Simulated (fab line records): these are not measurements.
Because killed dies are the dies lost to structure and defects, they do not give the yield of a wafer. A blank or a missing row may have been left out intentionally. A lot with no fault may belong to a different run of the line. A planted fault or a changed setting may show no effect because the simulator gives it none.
Which tool is to blame? || flow nand-harc || 14 lots, 42 wafers sampled, at 4 steps of a route of 1302

== WHAT EACH GAUGE READ, for each wafer ==
NHARC_A_ONON_D2_THK_MEAS_02: measures by ellipsometry. Usual: 1003 nm for thk-nm, sd 10.
{"lot": "L770", "measured": "day 12 16:27", "on": "film-metro-01", "thk-nm (nm)": "994 996 993", "flag": ""}
{"lot": "L771", "measured": "day 13 19:56", "on": "film-metro-01", "thk-nm (nm)": "1004 1002 1004", "flag": ""}
{"lot": "L772", "measured": "day 13 14:57", "on": "film-metro-01", "thk-nm (nm)": "1009 1008 1009", "flag": ""}
{"lot": "L773", "measured": "day 13 14:56", "on": "film-metro-01", "thk-nm (nm)": "982 983 981", "flag": ""}
{"lot": "L779", "measured": "day 16 21:54", "on": "film-metro-01", "thk-nm (nm)": "1014 1016 753 1015 1014 753", "flag": "OFF"}
{"lot": "L781", "measured": "day 17 14:20", "on": "film-metro-01", "thk-nm (nm)": "991 992 729 992 991 727", "flag": "OFF"}
{"lot": "L784", "measured": "day 18 22:10", "on": "film-metro-02", "thk-nm (nm)": "998 998 996", "flag": ""}
{"lot": "L786", "measured": "day 19 16:26", "on": "film-metro-02", "thk-nm (nm)": "1006 1004 1006", "flag": ""}
{"lot": "L787", "measured": "day 20 03:37", "on": "film-metro-02", "thk-nm (nm)": "1009 1009 1009", "flag": ""}
{"lot": "L790", "measured": "day 20 22:05", "on": "film-metro-01", "thk-nm (nm)": "1003 1001 1002", "flag": ""}
{"lot": "L789", "measured": "day 21 02:43", "on": "film-metro-01", "thk-nm (nm)": "999 1000 1000", "flag": ""}
{"lot": "L791", "measured": "day 21 11:02", "on": "film-metro-01", "thk-nm (nm)": "1000 1001 1001", "flag": ""}
{"lot": "L788", "measured": "day 21 11:03", "on": "film-metro-02", "thk-nm (nm)": "1012 1013 1013", "flag": ""}
{"lot": "L792", "measured": "day 21 20:11", "on": "film-metro-01", "thk-nm (nm)": "991 991 992", "flag": ""}

NHARC_END_SORT_01. Usual: killed-at-array 52, standard deviation 16; killed-at-other 0.8, standard deviation 1.1; killed-at-periphery 4.2, standard deviation 2.5; killed-dies 57, standard deviation 16; killed-open 3.4, standard deviation 2; killed-short 2.6, standard deviation 1.6.
{"lot": "L770", "measured": "day 25 19:32", "on": "prober-01", "killed-at-array": "34 61 36", "killed-at-other": "2 2 1", "killed-at-periphery": "3 5 4", "killed-dies": "39 68 41", "killed-open": "4 2 2", "killed-short": "0 1 3", "flag": ""}
{"lot": "L771", "measured": "day 26 10:19", "on": "prober-02", "killed-at-array": "53 43 40", "killed-at-other": "1 0 1", "killed-at-periphery": "2 6 0", "killed-dies": "56 49 41", "killed-open": "2 7 1", "killed-short": "1 3 3", "flag": ""}
{"lot": "L779", "measured": "day 28 20:37", "on": "prober-02", "killed-at-array": "43 49 671", "killed-at-other": "0 1 2", "killed-at-periphery": "8 7 4", "killed-dies": "51 57 677", "killed-open": "1 5 3", "killed-short": "1 1 2", "flag": "OFF"}
{"lot": "L781", "measured": "day 29 19:37", "on": "prober-02", "killed-at-array": "71 77 675", "killed-at-other": "1 0 0", "killed-at-periphery": "1 3 2", "killed-dies": "73 80 677", "killed-open": "4 4 1", "killed-short": "2 4 3", "flag": "OFF"}
{"lot": "L787", "measured": "day 32 08:45", "on": "prober-02", "killed-at-array": "73 77 69", "killed-at-other": "1 0 0", "killed-at-periphery": "5 8 12", "killed-dies": "79 85 81", "killed-open": "3 4 5", "killed-short": "0 3 2", "flag": ""}
{"lot": "L792", "measured": "day 33 20:38", "on": "prober-02", "killed-at-array": "51 58 55", "killed-at-other": "0 0 0", "killed-at-periphery": "2 2 1", "killed-dies": "53 60 56", "killed-open": "3 7 5", "killed-short": "6 3 2", "flag": ""}

== TOOL THAT RAN EACH LOT (tool first, then ch and the chambers of the sampled wafers, then the start) ==
{"lot": "L770", "NHARC_A_CHANNEL_FILL_D1_CMP_10": "cmp-02 ch 0,1,3, day 11 01:06", "NHARC_A_ONON_D2_DEP_00": "pecvd-onon-02 ch 0, day 12 15:59"}
{"lot": "L771", "NHARC_A_CHANNEL_FILL_D1_CMP_10": "cmp-01 ch 1,2,3, day 12 01:23", "NHARC_A_ONON_D2_DEP_00": "pecvd-onon-03 ch 0, day 13 19:25"}
{"lot": "L772", "NHARC_A_CHANNEL_FILL_D1_CMP_10": "cmp-03 ch 0,2,3, day 12 05:02", "NHARC_A_ONON_D2_DEP_00": "pecvd-onon-03 ch 0, day 13 14:26"}
{"lot": "L773", "NHARC_A_CHANNEL_FILL_D1_CMP_10": "cmp-02 ch 0,3, day 12 08:29", "NHARC_A_ONON_D2_DEP_00": "pecvd-onon-02 ch 0, day 13 14:29"}
{"lot": "L779", "NHARC_A_CHANNEL_FILL_D1_CMP_10": "cmp-02 ch 0,1,3, day 15 09:11", "NHARC_A_ONON_D2_DEP_00": "pecvd-onon-02 ch 0, day 16 21:23"}
{"lot": "L781", "NHARC_A_CHANNEL_FILL_D1_CMP_10": "cmp-01 ch 1,2, day 16 00:41", "NHARC_A_ONON_D2_DEP_00": "pecvd-onon-02 ch 0, day 17 13:53"}
{"lot": "L784", "NHARC_A_CHANNEL_FILL_D1_CMP_10": "cmp-01 ch 0,1,2, day 17 14:01", "NHARC_A_ONON_D2_DEP_00": "pecvd-onon-04 ch 0, day 18 21:40"}
{"lot": "L786", "NHARC_A_CHANNEL_FILL_D1_CMP_10": "cmp-01 ch 1,2,3, day 18 03:44", "NHARC_A_ONON_D2_DEP_00": "pecvd-onon-04 ch 0, day 19 15:56"}
{"lot": "L787", "NHARC_A_CHANNEL_FILL_D1_CMP_10": "cmp-01 ch 0,1,3, day 18 15:32", "NHARC_A_ONON_D2_DEP_00": "pecvd-onon-02 ch 0, day 20 03:09"}
{"lot": "L790", "NHARC_A_CHANNEL_FILL_D1_CMP_10": "cmp-02 ch 1,2, day 19 11:46", "NHARC_A_ONON_D2_DEP_00": "pecvd-onon-03 ch 0, day 20 21:34"}
{"lot": "L789", "NHARC_A_CHANNEL_FILL_D1_CMP_10": "cmp-01 ch 2,3, day 19 15:11", "NHARC_A_ONON_D2_DEP_00": "pecvd-onon-02 ch 0, day 21 02:16"}
{"lot": "L791", "NHARC_A_CHANNEL_FILL_D1_CMP_10": "cmp-01 ch 0,1,2, day 19 18:58", "NHARC_A_ONON_D2_DEP_00": "pecvd-onon-04 ch 0, day 21 10:32"}
{"lot": "L788", "NHARC_A_CHANNEL_FILL_D1_CMP_10": "cmp-03 ch 0,1, day 19 22:40", "NHARC_A_ONON_D2_DEP_00": "pecvd-onon-02 ch 0, day 21 10:32"}
{"lot": "L792", "NHARC_A_CHANNEL_FILL_D1_CMP_10": "cmp-02 ch 0,2, day 20 08:47", "NHARC_A_ONON_D2_DEP_00": "pecvd-onon-02 ch 0, day 21 19:41"}
- NHARC_A_CHANNEL_FILL_D1_CMP_10: polishes, target thk 150 nm.
- NHARC_A_ONON_D2_DEP_00: target thk 1000 nm.

== AS READ BY THE TOOLS THEMSELVES (means over the sampled wafers that have a number; for cases with no such wafer, the mark the record gives instead) ==
NHARC_A_CHANNEL_FILL_D1_CMP_10. Usual: motor-current-A 11.6 A, standard deviation 0.9; pad-life-wafers 158, standard deviation 95; slurry-filter-dp-kPa 13.51 kPa, standard deviation 0.13; time-to-endpoint-s 15.1 s, standard deviation 2.4.
{"lot": "L770", "tool": "cmp-02", "motor-current-A (A)": 11.9, "pad-life-wafers": 7, "slurry-filter-dp-kPa (kPa)": 13.52, "time-to-endpoint-s (s)": 13.9, "flag": ""}
{"lot": "L771", "tool": "cmp-01", "motor-current-A (A)": 11.5, "pad-life-wafers": 307, "slurry-filter-dp-kPa (kPa)": 13.50, "time-to-endpoint-s (s)": 13.4, "flag": ""}
{"lot": "L772", "tool": "cmp-03", "motor-current-A (A)": 11.2, "pad-life-wafers": 14, "slurry-filter-dp-kPa (kPa)": 13.52, "time-to-endpoint-s (s)": 19.1, "flag": ""}
{"lot": "L773", "tool": "cmp-02", "motor-current-A (A)": 12.2, "pad-life-wafers": 126, "slurry-filter-dp-kPa (kPa)": 13.37, "time-to-endpoint-s (s)": 16.0, "flag": ""}
{"lot": "L779", "tool": "cmp-02", "motor-current-A (A)": 12.0, "pad-life-wafers": 61, "slurry-filter-dp-kPa (kPa)": 13.57, "time-to-endpoint-s (s)": 14.4, "flag": ""}
{"lot": "L781", "tool": "cmp-01", "motor-current-A (A)": 11.9, "pad-life-wafers": 296, "slurry-filter-dp-kPa (kPa)": 13.50, "time-to-endpoint-s (s)": 18.4, "flag": ""}
{"lot": "L784", "tool": "cmp-01", "motor-current-A (A)": 11.9, "pad-life-wafers": 44, "slurry-filter-dp-kPa (kPa)": 13.55, "time-to-endpoint-s (s)": 18.7, "flag": ""}
{"lot": "L786", "tool": "cmp-01", "motor-current-A (A)": 11.7, "pad-life-wafers": 133, "slurry-filter-dp-kPa (kPa)": 13.49, "time-to-endpoint-s (s)": 15.5, "flag": ""}
{"lot": "L787", "tool": "cmp-01", "motor-current-A (A)": 11.9, "pad-life-wafers": 164, "slurry-filter-dp-kPa (kPa)": 13.58, "time-to-endpoint-s (s)": 14.1, "flag": ""}
{"lot": "L790", "tool": "cmp-02", "motor-current-A (A)": 11.9, "pad-life-wafers": 38, "slurry-filter-dp-kPa (kPa)": 13.46, "time-to-endpoint-s (s)": 15.8, "flag": ""}
{"lot": "L789", "tool": "cmp-01", "motor-current-A (A)": 11.3, "pad-life-wafers": 258, "slurry-filter-dp-kPa (kPa)": 13.54, "time-to-endpoint-s (s)": 13.6, "flag": ""}
{"lot": "L791", "tool": "cmp-01", "motor-current-A (A)": 12.1, "pad-life-wafers": 279, "slurry-filter-dp-kPa (kPa)": 13.71, "time-to-endpoint-s (s)": 16.4, "flag": ""}
{"lot": "L788", "tool": "cmp-03", "motor-current-A (A)": 10.6, "pad-life-wafers": 288, "slurry-filter-dp-kPa (kPa)": 13.43, "time-to-endpoint-s (s)": 9.6, "flag": ""}
{"lot": "L792", "tool": "cmp-02", "motor-current-A (A)": 10.9, "pad-life-wafers": 152, "slurry-filter-dp-kPa (kPa)": 13.50, "time-to-endpoint-s (s)": 13.1, "flag": ""}

NHARC_A_ONON_D2_DEP_00. Usual: n2-flow-sccm 2749 sccm, standard deviation 8.2; sih4-flow-sccm 210.0 sccm, standard deviation 0.73.
{"lot": "L770", "tool": "pecvd-onon-02", "n2-flow-sccm (sccm)": 2747, "sih4-flow-sccm (sccm)": 210.7, "flag": ""}
{"lot": "L771", "tool": "pecvd-onon-03", "n2-flow-sccm (sccm)": 2762, "sih4-flow-sccm (sccm)": 210.1, "flag": ""}
{"lot": "L772", "tool": "pecvd-onon-03", "n2-flow-sccm (sccm)": 2746, "sih4-flow-sccm (sccm)": 210.3, "flag": ""}
{"lot": "L773", "tool": "pecvd-onon-02", "n2-flow-sccm (sccm)": 2743, "sih4-flow-sccm (sccm)": 210.4, "flag": ""}
{"lot": "L779", "tool": "pecvd-onon-02", "n2-flow-sccm (sccm)": 2755, "sih4-flow-sccm (sccm)": 209.9, "flag": ""}
{"lot": "L781", "tool": "pecvd-onon-02", "n2-flow-sccm (sccm)": 2748, "sih4-flow-sccm (sccm)": 210.3, "flag": ""}
{"lot": "L784", "tool": "pecvd-onon-04", "n2-flow-sccm (sccm)": 2742, "sih4-flow-sccm (sccm)": 209.7, "flag": ""}
{"lot": "L786", "tool": "pecvd-onon-04", "n2-flow-sccm (sccm)": 2733, "sih4-flow-sccm (sccm)": 210.2, "flag": ""}
{"lot": "L787", "tool": "pecvd-onon-02", "n2-flow-sccm (sccm)": 2742, "sih4-flow-sccm (sccm)": 210.7, "flag": ""}
{"lot": "L790", "tool": "pecvd-onon-03", "n2-flow-sccm (sccm)": 2748, "sih4-flow-sccm (sccm)": 209.9, "flag": ""}
{"lot": "L789", "tool": "pecvd-onon-02", "n2-flow-sccm (sccm)": 2748, "sih4-flow-sccm (sccm)": 210.7, "flag": ""}
{"lot": "L791", "tool": "pecvd-onon-04", "n2-flow-sccm (sccm)": 2745, "sih4-flow-sccm (sccm)": 211.3, "flag": ""}
{"lot": "L788", "tool": "pecvd-onon-02", "n2-flow-sccm (sccm)": 2753, "sih4-flow-sccm (sccm)": 210.0, "flag": ""}
{"lot": "L792", "tool": "pecvd-onon-02", "n2-flow-sccm (sccm)": 2746, "sih4-flow-sccm (sccm)": 209.6, "flag": ""}

== THE ANSWER, worked out from the rows above alone ==
Rule: take the mean of a lot's wafers that have a number; if it is more than 3 standard deviations from the usual mean, the lot is off. Also off: a lot with no number at a reading for which 4 or more lots have one. All remaining lots with rows at the step are treated as sound. First the gauges in route order, then the tools' own readings, where a lot's mean is used as printed above. The first step at which some lot is off is used, and at that step the reading that is off furthest; a lot without a number counts as furthest.
Off at NHARC_A_ONON_D2_THK_MEAS_02 (thk-nm): L779, L781.
A tool fits if, at a process step before that reading, it ran every lot that is off, and no sound lot after the first of them. Not tried: the gauges at NHARC_A_ONON_D2_THK_MEAS_02; whatever is off there is also off at NHARC_END_SORT_01, on other tools, and gauge error can't account for it. No candidate that was tried fits.

== WHAT THE SIMULATOR PUT IN ==
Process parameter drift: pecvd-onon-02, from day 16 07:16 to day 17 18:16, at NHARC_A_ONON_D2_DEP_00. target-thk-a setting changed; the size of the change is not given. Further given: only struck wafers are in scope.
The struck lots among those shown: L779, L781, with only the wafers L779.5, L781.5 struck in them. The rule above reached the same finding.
